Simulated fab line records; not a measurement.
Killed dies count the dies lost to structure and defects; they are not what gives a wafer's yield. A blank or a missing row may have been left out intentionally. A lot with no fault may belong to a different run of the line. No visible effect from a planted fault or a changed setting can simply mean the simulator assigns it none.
Lot-split experiment | flow n5_finfet | route with 1938 steps; 7 lots, 39 wafers read

## ON THE SPLIT
At N5_BEOL_M14_DEP_53 (deposits SiCN from 3MS/NH3, target thk 50 nm, time 17.8 s), the setting time_s was moved away from the recipe's 17.8 s on 18 of the 39 wafers read, by -54.2% to +57.6%. The other wafers ran this setting at the recipe's value.

The reading is taken at the split's own step.

## THE READING
SiCN_of_BEOL_M14_DEP_53.thk_nm (the simulator's own value, which no gauge read), in nm, at N5_BEOL_M14_DEP_53 (deposits SiCN from 3MS/NH3, target thk 50 nm, time 17.8 s). There is no usual value for it anywhere in the file. The 21 wafers here that ran the recipe average 50.2 nm, standard deviation 0.42 nm.

wafer  | tool, chamber at the split | time_s as run, s | against the recipe | SiCN_of_BEOL_M14_DEP_53.thk_nm, nm | against lot-mates on the recipe
L076.1 | pecvd-03, 2                | 17.8             | recipe             | 49.2                               | -
L076.2 | pecvd-03, 1                | 28.05            | +57.6%             | 76.8                               | +26.9
L076.3 | pecvd-03, 0                | 28.05            | +57.6%             | 77.6                               | +27.7
L076.4 | pecvd-03, 2                | 17.8             | recipe             | 50.4                               | -
L076.5 | pecvd-03, 0                | 28.05            | +57.6%             | 78.4                               | +28.5
L076.6 | pecvd-03, 1                | 17.8             | recipe             | 50.2                               | -
L081.1 | pecvd-04, 0,2              | 26.55            | +49.2%             | 73.2                               | +23.2
L081.2 | pecvd-04, 0,2              | 26.55            | +49.2%             | 73.2                               | +23.2
L081.3 | pecvd-04, 1                | 26.55            | +49.2%             | 73                                 | +23.0
L081.4 | pecvd-04, 1                | 17.8             | recipe             | 49.6                               | -
L081.5 | pecvd-04, 2,0              | 17.8             | recipe             | 50.2                               | -
L081.6 | pecvd-04, 2,0              | 17.8             | recipe             | 50.2                               | -
L084.1 | pecvd-04, 2                | 9.297            | -47.8%             | 27                                 | -23.5
L084.2 | pecvd-04, 1                | 17.8             | recipe             | 50                                 | -
L084.3 | pecvd-04, 2                | 17.8             | recipe             | 51                                 | -
L084.4 | pecvd-04, 1                | 9.297            | -47.8%             | 26.6                               | -23.9
L084.5 | pecvd-04, 2                | 17.8             | recipe             | 50.6                               | -
L084.6 | pecvd-04, 1                | 9.297            | -47.8%             | 26.8                               | -23.7
L087.1 | pecvd-01, 1                | 22.39            | +25.8%             | 62.4                               | +11.9
L087.2 | pecvd-01, 0                | 17.8             | recipe             | 50.2                               | -
L087.3 | pecvd-01, 2                | 22.39            | +25.8%             | 62.2                               | +11.7
L087.4 | pecvd-01, 1                | 17.8             | recipe             | 50.8                               | -
L087.5 | pecvd-01, 0                | 22.39            | +25.8%             | 64                                 | +13.5
L087.6 | pecvd-01, 2                | 17.8             | recipe             | 50.6                               | -
L093.1 | pecvd-03, 1                | 17.8             | recipe             | 49.8                               | -
L093.2 | pecvd-03, 0                | 9.984            | -43.9%             | 29.2                               | -20.9
L093.5 | pecvd-03, 0                | 9.984            | -43.9%             | 29.2                               | -20.9
L093.3 | pecvd-03, 2                | 17.8             | recipe             | 50.2                               | -
L093.4 | pecvd-03, 2                | 17.8             | recipe             | 50.2                               | -
L093.6 | pecvd-03, 1                | 9.984            | -43.9%             | 28.2                               | -21.9
L096.1 | pecvd-03, 1                | 17.8             | recipe             | 49.8                               | -
L096.2 | pecvd-03, 1                | 8.157            | -54.2%             | 23.8                               | -26.4
L096.3 | pecvd-03, 1                | 8.157            | -54.2%             | 23.8                               | -26.4
L096.4 | pecvd-03, 1                | 17.8             | recipe             | 50.6                               | -
L096.5 | pecvd-03, 1                | 17.8             | recipe             | 50.2                               | -
L096.6 | pecvd-03, 1                | 8.157            | -54.2%             | 23.4                               | -26.8
L097.2 | pecvd-03, 2                | 17.8             | recipe             | 49.8                               | -
L097.3 | pecvd-03, 1                | 17.8             | recipe             | 49.6                               | -
L097.5 | pecvd-03, 2                | 17.8             | recipe             | 50                                 | -
When a row names more than one chamber, that row covers several wafers, and the file does not tell which wafer ran in which chamber.

THE FIT
A straight line over all 39 wafers: SiCN_of_BEOL_M14_DEP_53.thk_nm changes by +0.482 nm for each +1% of time_s; r = +1.00; the points scatter about the line by 0.52 nm.
The same after taking each lot's own level away (the mean of its wafers on the recipe; 39 wafers): +0.484 nm for each +1%; r = +1.00; scatter 0.48 nm.
According to that fit, moving time_s by its largest amount changes the reading by 28 nm.
From 49.80 to 50.53 nm: that is the span of the lots' own levels, equal to 1.7 times the standard deviation above.
So the lot-to-lot level changes the slope little: the two slopes agree.
Check: for one of the wafers moved furthest among these (+57.6%), held out of the fit, the line's prediction against its lot-mates is +27.8 nm. Against them it came out at +26.9 nm.

## THE OTHER SPLITS THESE WAFERS WENT THROUGH
Before the reading, these wafers also passed through other splits. Each is held against what the fit with the lots' levels taken away leaves over:
other split on the same wafers           | wafers away from the commonest value | r with SiCN_of_BEOL_M14_DEP_53.thk_nm (lot level and that fit taken away)
N5_BEOL_M3_TRENCH_ETCH_37 target_depth_a | 12                                   | -0.09
N5_BEOL_M9_HM_DEP_02 target_thk_a        | 12                                   | -0.22
N5_BEOL_M9_ALD_74 ald_cycles             | 9                                    | +0.04
N5_BEOL_M12_ETCH_68 time_s               | 15                                   | -0.01

## THE FILE'S OWN FIT
SiCN_of_BEOL_M14_DEP_53.thk_nm changes by +0.484 nm for each +1% of time_s, r = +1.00.
